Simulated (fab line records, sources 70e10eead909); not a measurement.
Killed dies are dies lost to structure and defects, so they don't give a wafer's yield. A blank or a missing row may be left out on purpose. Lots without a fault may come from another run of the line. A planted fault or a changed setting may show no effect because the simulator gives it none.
Chamber matching | flow nand_harc | NHARC_A_CHANNEL_FILL_D1_ETCHBACK_19 on rie_si-03: 4 sister chambers
The step etches the open film in HBr/Cl2, target depth 5 nm, time 1.7 s. 16 wafers are shown with their chamber, then 8 later ones without.

WAFERS WITH THEIR CHAMBER
wafer  | chamber | drypump_motor_current_A (A) | oes_product_au (a.u.) | throttle_valve_pct (%)
L479.1 | 2       | 6.5                         | 1.000                 | 26.421
L479.4 | 3       | 6.0                         | 0.988                 | 26.396
L479.5 | 3       | 6.0                         | 0.981                 | 26.397
L480.2 | 0       | 6.5                         | 1.031                 | 26.403
L480.3 | 2       | 6.5                         | 0.981                 | 26.404
L480.4 | 3       | 6.0                         | 0.988                 | 26.397
L482.2 | 1       | 5.7                         | 1.002                 | 26.425
L482.3 | 0       | 6.5                         | 1.027                 | 26.392
L482.4 | 3       | 6.0                         | 0.994                 | 26.410
L483.3 | 3       | 6.0                         | 0.998                 | 26.403
L483.5 | 2       | 6.5                         | 0.988                 | 26.411
L483.6 | 3       | 6.0                         | 0.992                 | 26.410
L484.1 | 3       | 6.0                         | 0.980                 | 26.404
L484.4 | 0       | 6.5                         | 1.015                 | 26.412
L484.6 | 0       | 6.5                         | 1.021                 | 26.404
L487.1 | 3       | 6.1                         | 0.985                 | 26.419

SIGNATURES (means of the wafers above)
reading                 | chamber 0 | chamber 1 | chamber 2 | chamber 3 | scatter within a chamber
drypump_motor_current_A | 6.500     | 5.700     | 6.500     | 6.013     | 0.027
oes_product_au          | 1.02350   | 1.00200   | 0.98967   | 0.98825   | 0.0071
throttle_valve_pct      | 26.40275  | 26.42500  | 26.41200  | 26.40450  | 0.0082
Rule: a wafer's distance from a chamber is the root of the sum, over the readings, of the square of ((its reading less the chamber's mean) divided by the reading's scatter). The wafer belongs to the nearest chamber; if the next one is less than 2 further off, it can't be placed. The scatter: the root of (the sum of the squares of (reading less its chamber's mean) over the shown wafers, divided by (wafers less chambers)).

WAFERS WITHOUT THEIR CHAMBER
wafer  | drypump_motor_current_A (A) | oes_product_au (a.u.) | throttle_valve_pct (%)
L487.4 | 5.7                         | 1.013                 | 26.416
L487.5 | 6.5                         | 1.001                 | 26.392
L496.2 | 6.1                         | 1.002                 | 26.391
L496.3 | 6.5                         | 0.982                 | 26.400
L496.5 | 6.5                         | 0.977                 | 26.406
L498.1 | 5.7                         | 1.006                 | 26.390
L498.3 | 6.5                         | 0.973                 | 26.414
L498.4 | 6.5                         | 1.016                 | 26.389

WHICH CHAMBER EACH WENT THROUGH
wafer  | from the rows above     | in truth
L487.4 | 1                       | 1
L487.5 | can't be placed: 2 or 0 | 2
L496.2 | 3                       | 3
L496.3 | 2                       | 2
L496.5 | 2                       | 2
L498.1 | 1                       | 1
L498.3 | 2                       | 2
L498.4 | 0                       | 0
Placed correctly: 7 of 8. Can't be placed from these rows: 1 (the true chamber is among the candidates in 1). Placed wrongly: 0.
